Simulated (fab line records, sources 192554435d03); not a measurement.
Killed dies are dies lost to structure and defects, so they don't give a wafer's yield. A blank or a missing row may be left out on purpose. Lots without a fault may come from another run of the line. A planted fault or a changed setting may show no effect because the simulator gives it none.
fab line records | flow n5_finfet
record lots=11 wafers=26 last_day=19
route steps=1938 shown BEOL_M3@933 BEOL_M4@1111
lots that met no fault: from a run of the same line without faults
start_h: hours from the record's first day to the start of the lot's first wafer shown | wait_h: hours since the lot's step before | " the same as in the row above | L1.1+2: a row that stands for several wafers | - no value, or no start given | * or withheld: withheld | < > ~ a bound
route shown NAME@n: a module of which the file shows steps, and the number in the route of the first | usual: mean/standard deviation of fault-free wafers | same: alike in all rows | chamber/n: place in a boat | sites: the reading at each site | _std_site: their standard deviation | _edge_site: outer sites' mean less inner sites' | radius_mm: how far each site lies from the wafer's centre | mask NAME#n: copy n | behind: the tool/chamber that last shaped the wafer | hold: why the lot was held/for how many hours/how that ended | device: the transistor (n, p or np) that didn't switch | end of line: the same wafers' tests at the end of the route | a step without rows: its recipe alone | killed: dies lost to structure and defects at the first sort, not the wafer's yield | map: a wafer's dies, x killed, . not, _ none there
set.NAME: the setting as run; set.NAME@STEP: as run at that earlier step | model.NAME: the simulator's own value behind a step, which no gauge read
steps of the route over a sample of lots; a table a step, a row a wafer
services: from which hour (start_h, from the record's first day; less than 0 if before it) a tool's chamber was out of use, for how many hours, and why
## steps
# step N5_BEOL_M3_PECVD_72
# recipe material=SiO2 target_thk_a=160 temp_c=400 precursor=TEOS/O2 pressure_torr=5.5 rf_w=450 teos_flow_sccm=53.8 gas=O2 flow_sccm=3000 time_s=18
# usual heater_power_w=735/120 rf_fwd_power_W=445.3/1.2 showerhead_plenum_p_Torr=8.82/0.034 throttle_valve_pct=22.8/0.96
# columns lot.wafer tool chamber start_h wait_h heater_power_w rf_fwd_power_W showerhead_plenum_p_Torr throttle_valve_pct
L472.3 pecvd-03 0 149.80 0.0 588 444.9 8.89 22.8
L472.4 " 2 " " 737 443.8 8.78 21.6
L474.1 pecvd-02 0 185.86 0.0 800 448.3 8.86 22.1
L474.5 " 2 " " 750 444.2 8.85 23.7
L475.3 pecvd-01 0 210.71 0.0 729 444.8 8.84 23.7
L475.6 " 2 " " 893 444.3 8.78 21.8
L479.1 pecvd-03 2 224.63 0.0 734 443.9 8.81 21.7
L479.2 " 1 " " 538 445.6 8.81 22.8
L484.1 pecvd-02 0 236.57 0.0 713 444.9 8.85 22.3
L484.5 " 0 " " 726 443.3 8.85 22.6
L487.1 pecvd-01 2 257.02 0.0 988 443.5 8.77 21.8
L487.2 " 0 " " 706 448.0 8.86 23.6
L487.4 " 1 " " 1058 446.6 8.77 24.3
L490.1 pecvd-02 0 279.49 0.0 726 443.8 8.83 22.6
L490.3 " 1 " " 692 445.6 8.80 23.7
L491.1 pecvd-02 0 281.54 0.0 765 444.2 8.87 22.3
L491.2 " 2 " " 750 444.8 8.82 21.4
L491.5 " 0 " " 758 444.9 8.83 22.4
L492.1 pecvd-02 2 284.71 0.0 681 444.9 8.80 21.8
L492.5 " 0 " " 750 445.8 8.88 22.4
L492.6 " 1 " " 639 445.5 8.81 23.8
L493.3 pecvd-02 2 294.56 0.0 726 446.3 8.84 21.5
L493.5 " 0 " " 774 446.9 8.87 22.6
L493.6 " 1 " " 643 445.4 8.80 24.1
L494.1 pecvd-01 2 300.88 0.0 929 443.6 8.77 21.9
L494.4 " 0 " " 644 442.2 8.86 24.0
# step N5_BEOL_M3_SPUTTER_92
# recipe material=Cu target_thk_a=45 temp_c=-20 chamber_pressure_pa=0.07 power_w=withheld time_s=8.29
# usual chuck_gas_flow_sccm=1.26/0.051 substrate_temp_c=-20.01/0.12 throttle_valve_pct=30.0/1.4
# columns lot.wafer tool chamber start_h wait_h chuck_gas_flow_sccm substrate_temp_c throttle_valve_pct
L472.3 pvd_sputter-02 - 164.70 0.1 1.24 -20.27 31.4
L472.4 " - " " 1.32 -20.02 30.1
L474.1 pvd_sputter-03 - 207.04 0.1 1.36 -20.07 29.4
L474.5 " - " " 1.23 -20.01 29.5
L475.3 pvd_sputter-01 - 218.71 0.1 1.20 -19.94 30.9
L475.6 " - " " 1.26 -19.89 30.6
L479.1 pvd_sputter-01 - 244.18 0.1 1.25 -20.00 28.5
L479.2 " - " " 1.26 -20.26 30.4
L484.1 pvd_sputter-02 - 265.65 0.1 1.23 -20.07 31.5
L484.5 " - " " 1.30 -19.91 31.6
L490.1 pvd_sputter-02 - 297.30 0.1 1.28 -19.87 30.3
L490.3 " - " " 1.25 -19.89 31.3
L487.1 pvd_sputter-02 - 299.98 0.1 1.30 -19.99 31.3
L487.2 " - " " 1.24 -19.90 31.2
L487.4 " - " " 1.30 -19.79 30.0
L491.1 pvd_sputter-02 - 304.36 0.1 1.25 -20.07 30.0
L491.2 " - " " 1.18 -19.97 31.3
L491.5 " - " " 1.23 -20.02 31.3
L492.1 pvd_sputter-01 - 306.18 0.1 1.26 -19.80 28.6
L492.5 " - " " 1.26 -19.90 30.6
L492.6 " - " " 1.26 -19.95 31.0
L493.3 pvd_sputter-02 - 311.26 0.1 1.23 -19.80 28.9
L493.5 " - " " 1.34 -20.17 30.1
L493.6 " - " " 1.19 -20.11 31.1
L494.1 pvd_sputter-03 - 313.10 0.1 1.25 -19.85 29.8
L494.4 " - " " 1.34 -19.89 29.1
# step N5_BEOL_M3_CMP_52
# recipe stop_on=SiOC t_overpolish_s=6.8 down_force_psi=1 platen_rpm=50 clearing_platen_down_force_psi=1.5 clearing_platen_rpm=50 post_cmp_clean=cu_alkaline target_thk_nm=40 clearing_platen_pad_velocity_m_s=0.99484 pad_velocity_m_s=0.99484
# usual barrier_field_endpoint_s=24.7/0.74 motor_current_A=6.1/0.51 platen_rpm=50.00/0.032 slurry_filter_dp_kPa=13.51/0.14
# columns lot.wafer tool chamber start_h wait_h barrier_field_endpoint_s motor_current_A platen_rpm slurry_filter_dp_kPa
L472.4 cmp-03 3 165.68 0.2 25.6 5.3 49.97 13.56
L472.3 " 1 " " 25.5 6.2 49.94 13.58
L474.1 cmp-01 1 208.08 0.4 24.9 7.2 49.96 13.72
L474.5 " 2 " " 25.7 6.3 50.02 13.54
L475.3 cmp-04 2 219.86 0.2 24.6 6.6 49.96 13.38
L475.6 " 0 " " 25.0 6.1 49.99 13.46
L479.2 cmp-04 2 245.20 0.3 25.1 6.0 50.00 13.65
L479.1 " 0 " " 33.6 5.8 49.98 13.27
L484.1 cmp-01 2 266.79 0.3 24.7 6.6 49.97 13.33
L484.5 " 0 " " 25.4 5.8 50.03 13.42
L490.3 cmp-01 1 298.36 0.2 25.3 7.2 49.99 13.59
L490.1 " 3 " " 24.1 6.3 49.99 13.64
L487.2 cmp-03 2 301.26 0.3 25.2 5.3 50.00 13.48
L487.4 " 3 " " 25.4 6.0 50.03 13.23
L487.1 " 0 " " 24.7 6.6 50.01 13.42
L491.2 cmp-03 0 305.71 0.2 24.9 6.3 49.96 13.32
L491.1 " 1 " " 25.1 6.4 50.01 13.42
L491.5 " 1 " " 25.1 6.3 49.96 13.53
L492.1 cmp-04 0 307.12 0.3 23.4 6.3 49.99 13.48
L492.5 " 0 " " 24.1 6.2 49.97 13.61
L492.6 " 1 " " 24.1 6.4 49.94 13.51
L493.3 cmp-04 0 312.23 0.2 25.0 5.8 49.96 13.43
L493.6 " 3 " " 24.5 5.8 49.96 13.45
L493.5 " 0 " " 24.9 6.2 49.99 13.74
L494.4 cmp-01 0 314.12 0.2 25.2 5.8 50.00 13.54
L494.1 " 1 " " 25.4 7.6 50.04 13.57
# step N5_BEOL_M3_PRE_CLEAN_60
# recipe gas=NH3/H2 time_s=15 temp_c=* rf_power_w=300
# usual heater_power_w=96/29 rf_fwd_power_W=297.4/1.1
# columns lot.wafer tool chamber start_h wait_h heater_power_w rf_fwd_power_W
L472.3 cvd_co-01 2 166.02 0.1 66 297.7
L472.4 " 2 " " 66 296.9
L474.1 cvd_co-02 1 208.30 0.0 122 297.4
L474.5 " 0 " " 111 296.7
L475.3 cvd_co-01 0 220.11 0.0 72 298.0
L475.6 " 2 " " 69 298.6
L479.1 cvd_co-01 0 245.53 0.0 70 298.0
L479.2 " 1 " " 139 297.3
L484.1 cvd_co-02 2 267.05 0.0 67 298.0
L484.5 " 1 " " 125 297.1
L490.1 cvd_co-01 2 298.69 0.0 69 298.6
L490.3 " 0 " " 71 297.2
L487.1 cvd_co-02 0 301.56 0.0 114 297.2
L487.2 " 2 " " 66 298.4
L487.4 " 2 " " 66 297.8
L491.1 cvd_co-02 2 306.04 0.0 68 298.3
L491.2 " 1 " " 120 298.1
L491.5 " 0 " " 113 298.4
L492.1 cvd_co-02 1 307.45 0.0 117 296.4
L492.5 " 2 " " 67 296.4
L492.6 " 0 " " 110 298.6
L493.3 cvd_co-02 0 312.53 0.0 114 298.6
L493.5 " 1 " " 118 296.2
L493.6 " 0 " " 112 298.6
L494.1 cvd_co-01 1 314.37 0.0 135 297.4
L494.4 " 2 " " 69 299.4
# step N5_BEOL_M3_DEP_57
# recipe material=SiCN target_thk_a=80 temp_c=withheld precursor=3MS/NH3 pressure_torr=3 rf_w=202 time_s=14
# usual rf_fwd_power_W=200.0/0.79 showerhead_plenum_p_Torr=3.672/0.0086 throttle_valve_pct=9.3/0.43
# columns lot.wafer tool chamber start_h wait_h rf_fwd_power_W showerhead_plenum_p_Torr throttle_valve_pct
L472.3 pecvd-03 2 166.17 0.0 199.3 3.680 8.8
L472.4 " 2 " " 199.9 3.671 8.8
L474.1 pecvd-03 0 208.46 0.0 199.5 3.688 8.9
L474.5 " 0 " " 199.7 3.680 9.3
L475.3 pecvd-03 0 220.27 0.0 198.8 3.685 8.9
L475.6 " 1 " " 199.5 3.671 8.9
L479.1 pecvd-01 0 245.69 0.0 200.4 3.683 9.7
L479.2 " 2 " " 200.4 3.664 8.9
L484.1 pecvd-03 0 267.21 0.0 198.8 3.682 9.2
L484.5 " 0 " " 198.7 3.690 9.3
L490.1 pecvd-01 2 298.84 0.0 200.6 3.674 9.1
L490.3 " 1 " " 200.6 3.661 9.7
L487.1 pecvd-01 0 301.71 0.0 199.2 3.678 9.8
L487.2 " 1 " " 200.2 3.659 9.9
L487.4 " 0 " " 200.7 3.674 9.6
L491.1 pecvd-02 2 306.21 0.0 200.5 3.678 8.7
L491.2 " 1 " " 199.0 3.667 9.8
L491.5 " 1 " " 199.7 3.673 9.6
L492.1 pecvd-01 0 307.61 0.0 200.8 3.670 9.7
L492.5 " 2 " " 200.8 3.656 8.9
L492.6 " 0 " " 200.9 3.671 9.8
L493.3 pecvd-03 1 312.68 0.0 200.1 3.674 9.0
L493.5 " 0 " " 198.2 3.688 8.9
L493.6 " 2 " " 199.1 3.678 9.1
L494.1 pecvd-01 1 314.53 0.0 200.6 3.670 9.9
L494.4 " 2 " " 200.2 3.669 8.8
# step N5_BEOL_M4_RC_MEAS_101
# usual DIBL_N=36.4/2.2 DIBL_P=36.3/2.5 IOFF_N=0.17/0.052 IOFF_P=0.23/0.049 ION_N=674/17 ION_P=464/11 SS_N=71.7/0.98 SS_P=73.3/0.84 VT_N=250/4 VT_P=-249/3.8
# columns lot.wafer tool chamber start_h wait_h DIBL_N[mV/V] DIBL_P[mV/V] IOFF_N[nA/um] IOFF_P[nA/um] ION_N[uA/um] ION_P[uA/um] SS_N[mV/dec] SS_P[mV/dec] VT_N[mV] VT_P[mV]
L472.3 prober-01 0 186.41 0.3 36.5 36.3 0.15 0.22 686 466 71.0 72.7 247 -249
L472.4 " 0 " " 34.8 33.8 0.11 0.18 627 440 71.2 73.0 259 -257
L474.1 prober-02 0 228.12 0.0 37.2 36.4 0.19 0.25 657 448 73.0 74.4 248 -247
L474.5 " 0 " " 38.7 39.8 0.22 0.33 654 455 72.3 75.3 247 -245
L475.3 prober-01 0 233.47 0.3 35.7 36.6 0.16 0.28 683 483 71.7 73.1 250 -239
L475.6 " 0 " " 39.7 41.8 0.26 0.42 714 495 71.7 74.6 241 -238
L479.1 prober-01 0 259.17 0.0 33.6 34.8 0.13 0.18 650 443 72.0 73.4 253 -252
L479.2 " 0 " " 34.4 35.8 0.15 0.20 683 464 72.2 73.1 248 -250
L484.1 prober-02 0 284.41 0.0 37.6 37.1 0.18 0.23 681 466 70.9 73.2 247 -250
L484.5 " 0 " " 43.4 42.4 0.33 0.33 675 454 74.1 74.4 241 -248
L490.1 prober-02 0 317.45 0.0 36.8 36.9 0.18 0.24 689 468 71.7 72.9 245 -248
L490.3 " 0 " " 38.1 38.4 0.19 0.25 679 463 72.0 73.9 246 -245
L487.1 prober-01 0 321.84 0.0 38.8 38.8 0.24 0.27 700 478 71.9 74.3 243 -243
L487.2 " 0 " " 38.0 36.3 0.21 0.22 649 447 73.6 74.4 248 -251
L487.4 " 0 " " 38.1 37.9 0.20 0.25 688 467 72.5 73.7 245 -247
L491.1 prober-01 0 326.37 0.0 33.2 33.6 0.11 0.17 667 459 70.6 71.8 252 -249
L491.2 " 0 " " 37.1 37.4 0.18 0.23 695 472 72.1 72.9 244 -244
L491.5 " 0 " " 35.7 35.1 0.15 0.18 659 451 70.6 72.5 251 -252
L492.1 prober-02 0 331.96 0.0 35.2 34.1 0.15 0.20 683 464 71.3 72.3 249 -251
L492.5 " 0 " " 35.0 34.6 0.14 0.20 675 466 71.2 72.1 251 -250
L492.6 " 0 " " 36.6 36.3 0.17 0.23 689 470 72.5 73.7 249 -249
L493.3 prober-01 0 348.84 0.3 35.3 35.1 0.15 0.21 679 470 71.6 73.5 252 -248
L493.5 " 0 " " 37.2 37.3 0.19 0.24 687 470 71.8 73.9 247 -249
L493.6 " 0 " " 32.0 30.7 0.11 0.16 676 470 69.8 72.2 255 -253
L494.1 prober-01 0 349.46 0.7 33.5 34.5 0.12 0.19 652 459 71.2 72.9 255 -249
L494.4 " 0 " " 34.1 34.9 0.14 0.20 674 470 70.4 71.8 248 -249
## services
# columns tool chamber start_h hours kind
cmp-04 - 131.66 4.0 pm
pvd_sputter-01 - 155.00 1.1 repair
pvd_sputter-01 - 161.50 48.4 repair
cmp-03 - 173.83 1.4 repair
cmp-03 - 181.81 7.0 pm
pecvd-02 1 190.96 5.5 scheduled_down
cvd_co-02 - 193.08 4.3 pm
pecvd-02 2 196.28 4.4 repair
pecvd-02 2 202.38 - clean
pecvd-02 2 202.38 - consumable_replace:showerhead
pecvd-02 2 202.38 29.0 scheduled_down
pecvd-02 2 202.38 29.0 vent_cycle
cmp-04 - 214.01 0.5 repair
cmp-01 - 216.58 4.6 pm
cmp-04 - 222.93 2.0 repair
cmp-03 - 227.34 4.0 pm
cmp-01 - 235.07 4.0 pm
cmp-03 - 239.45 0.9 repair
cmp-01 - 243.20 0.8 repair
pecvd-02 - 243.26 0.3 repair
pecvd-03 - 246.62 0.8 repair
cmp-04 - 274.33 6.9 pm
pecvd-01 2 284.92 5.5 scheduled_down
cmp-01 - 305.16 2.4 repair
## key
first_sign step=N5_BEOL_M3_CMP_52 reading=barrier_field_endpoint_s direction=up sigmas=12 usual=24.7 struck=33.6
effect none on later readings
met_at N5_BEOL_M3_PECVD_72
struck_lots L479
struck_wafers L479.1
not_acting_at N5_BEOL_M3_SPUTTER_92,N5_BEOL_M3_PRE_CLEAN_60,N5_BEOL_M3_DEP_57
onset_between 149.80 224.63
fault kind=process_parameter_drift tool=pecvd-03 chamber=- onset_h=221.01 steps=N5_BEOL_M3_PECVD_72 channel=time_s offset=* shape=step end_h=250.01 scope=struck_wafers_only acts_in=* stated=*
